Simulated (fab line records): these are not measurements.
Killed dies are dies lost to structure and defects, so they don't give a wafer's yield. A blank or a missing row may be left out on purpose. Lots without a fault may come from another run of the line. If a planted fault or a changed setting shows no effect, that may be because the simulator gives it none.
Chamber matching / flow nand_harc / NHARC_A_CONTACT_ETCH_90 on rie_diel-05 has 4 sister chambers
The step etches the open film in CH3F/O2, target depth 40 nm, time 85.7 s. 24 wafers are shown with their chamber, then 12 later ones without.

EACH WAFER AND ITS CHAMBER
wafer=L075.1; chamber=2; showerhead_plenum_p_Torr (Torr)=2.45; drypump_motor_current_A (A)=5.8; rf_vpp_V (V)=244.9
wafer=L075.2; chamber=0; showerhead_plenum_p_Torr (Torr)=2.41; drypump_motor_current_A (A)=5.5; rf_vpp_V (V)=244.5
wafer=L075.5; chamber=2; showerhead_plenum_p_Torr (Torr)=2.45; drypump_motor_current_A (A)=5.8; rf_vpp_V (V)=245.3
wafer=L079.2; chamber=0; showerhead_plenum_p_Torr (Torr)=2.40; drypump_motor_current_A (A)=5.5; rf_vpp_V (V)=244.6
wafer=L079.3; chamber=3; showerhead_plenum_p_Torr (Torr)=2.37; drypump_motor_current_A (A)=4.9; rf_vpp_V (V)=241.3
wafer=L079.6; chamber=3; showerhead_plenum_p_Torr (Torr)=2.37; drypump_motor_current_A (A)=4.9; rf_vpp_V (V)=244.2
wafer=L080.1; chamber=2; showerhead_plenum_p_Torr (Torr)=2.45; drypump_motor_current_A (A)=5.8; rf_vpp_V (V)=245.3
wafer=L080.4; chamber=3; showerhead_plenum_p_Torr (Torr)=2.37; drypump_motor_current_A (A)=4.9; rf_vpp_V (V)=244.3
wafer=L080.6; chamber=0; showerhead_plenum_p_Torr (Torr)=2.40; drypump_motor_current_A (A)=5.5; rf_vpp_V (V)=242.2
wafer=L082.1; chamber=0; showerhead_plenum_p_Torr (Torr)=2.40; drypump_motor_current_A (A)=5.5; rf_vpp_V (V)=243.9
wafer=L082.2; chamber=3; showerhead_plenum_p_Torr (Torr)=2.37; drypump_motor_current_A (A)=5.0; rf_vpp_V (V)=245.2
wafer=L082.4; chamber=2; showerhead_plenum_p_Torr (Torr)=2.45; drypump_motor_current_A (A)=5.8; rf_vpp_V (V)=244.2
wafer=L081.1; chamber=0; showerhead_plenum_p_Torr (Torr)=2.40; drypump_motor_current_A (A)=5.5; rf_vpp_V (V)=242.3
wafer=L081.3; chamber=2; showerhead_plenum_p_Torr (Torr)=2.45; drypump_motor_current_A (A)=5.8; rf_vpp_V (V)=245.1
wafer=L081.5; chamber=1; showerhead_plenum_p_Torr (Torr)=2.57; drypump_motor_current_A (A)=5.5; rf_vpp_V (V)=245.8
wafer=L084.3; chamber=3; showerhead_plenum_p_Torr (Torr)=2.37; drypump_motor_current_A (A)=4.9; rf_vpp_V (V)=244.1
wafer=L084.5; chamber=0; showerhead_plenum_p_Torr (Torr)=2.40; drypump_motor_current_A (A)=5.5; rf_vpp_V (V)=243.5
wafer=L084.6; chamber=2; showerhead_plenum_p_Torr (Torr)=2.45; drypump_motor_current_A (A)=5.8; rf_vpp_V (V)=244.8
wafer=L083.2; chamber=0; showerhead_plenum_p_Torr (Torr)=2.40; drypump_motor_current_A (A)=5.5; rf_vpp_V (V)=241.6
wafer=L083.3; chamber=3; showerhead_plenum_p_Torr (Torr)=2.37; drypump_motor_current_A (A)=4.9; rf_vpp_V (V)=243.7
wafer=L083.5; chamber=0; showerhead_plenum_p_Torr (Torr)=2.40; drypump_motor_current_A (A)=5.5; rf_vpp_V (V)=243.7
wafer=L085.2; chamber=3; showerhead_plenum_p_Torr (Torr)=2.37; drypump_motor_current_A (A)=4.9; rf_vpp_V (V)=243.3
wafer=L085.3; chamber=2; showerhead_plenum_p_Torr (Torr)=2.45; drypump_motor_current_A (A)=5.8; rf_vpp_V (V)=245.3
wafer=L085.5; chamber=0; showerhead_plenum_p_Torr (Torr)=2.40; drypump_motor_current_A (A)=5.5; rf_vpp_V (V)=242.9

SIGNATURES (means of the wafers above)
reading=showerhead_plenum_p_Torr; chamber 0=2.4011; chamber 1=2.5700; chamber 2=2.4500; chamber 3=2.3700; scatter within a chamber=0.00211
reading=drypump_motor_current_A; chamber 0=5.500; chamber 1=5.500; chamber 2=5.800; chamber 3=4.914; scatter within a chamber=0.0207
reading=rf_vpp_V; chamber 0=243.244; chamber 1=245.800; chamber 2=244.986; chamber 3=243.729; scatter within a chamber=0.97
Rule: a wafer lies at a distance from a chamber equal to the root of the sum of squares, over the readings, of (its reading less the chamber's mean, divided by the reading's scatter). If the next closest chamber is less than 2 further off than the closest, the wafer can't be placed; otherwise it belongs to the closest. The scatter: take each reading less its chamber's mean, square it, sum over the shown wafers, divide by the number of wafers less the number of chambers, and take the root.

WAFERS WITHOUT THEIR CHAMBER
wafer=L088.2; showerhead_plenum_p_Torr (Torr)=2.57; drypump_motor_current_A (A)=5.5; rf_vpp_V (V)=245.8
wafer=L088.3; showerhead_plenum_p_Torr (Torr)=2.37; drypump_motor_current_A (A)=4.9; rf_vpp_V (V)=242.0
wafer=L088.6; showerhead_plenum_p_Torr (Torr)=2.37; drypump_motor_current_A (A)=4.9; rf_vpp_V (V)=244.2
wafer=L089.2; showerhead_plenum_p_Torr (Torr)=2.44; drypump_motor_current_A (A)=5.8; rf_vpp_V (V)=244.4
wafer=L089.3; showerhead_plenum_p_Torr (Torr)=2.40; drypump_motor_current_A (A)=5.5; rf_vpp_V (V)=243.9
wafer=L089.4; showerhead_plenum_p_Torr (Torr)=2.37; drypump_motor_current_A (A)=4.9; rf_vpp_V (V)=244.0
wafer=L090.3; showerhead_plenum_p_Torr (Torr)=2.36; drypump_motor_current_A (A)=4.9; rf_vpp_V (V)=244.8
wafer=L090.4; showerhead_plenum_p_Torr (Torr)=2.40; drypump_motor_current_A (A)=5.5; rf_vpp_V (V)=243.3
wafer=L090.5; showerhead_plenum_p_Torr (Torr)=2.44; drypump_motor_current_A (A)=5.8; rf_vpp_V (V)=243.5
wafer=L093.1; showerhead_plenum_p_Torr (Torr)=2.36; drypump_motor_current_A (A)=4.9; rf_vpp_V (V)=241.3
wafer=L093.5; showerhead_plenum_p_Torr (Torr)=2.44; drypump_motor_current_A (A)=5.8; rf_vpp_V (V)=242.9
wafer=L093.6; showerhead_plenum_p_Torr (Torr)=2.57; drypump_motor_current_A (A)=5.5; rf_vpp_V (V)=244.3

WHICH CHAMBER EACH WENT THROUGH
wafer=L088.2; from the rows above=1; in truth=1
wafer=L088.3; from the rows above=3; in truth=3
wafer=L088.6; from the rows above=3; in truth=3
wafer=L089.2; from the rows above=2; in truth=2
wafer=L089.3; from the rows above=0; in truth=0
wafer=L089.4; from the rows above=3; in truth=3
wafer=L090.3; from the rows above=3; in truth=3
wafer=L090.4; from the rows above=0; in truth=0
wafer=L090.5; from the rows above=2; in truth=2
wafer=L093.1; from the rows above=3; in truth=3
wafer=L093.5; from the rows above=2; in truth=2
wafer=L093.6; from the rows above=1; in truth=1
Placed correctly: 12 of 12. Number that these rows cannot place: 0. Placed wrongly: 0.
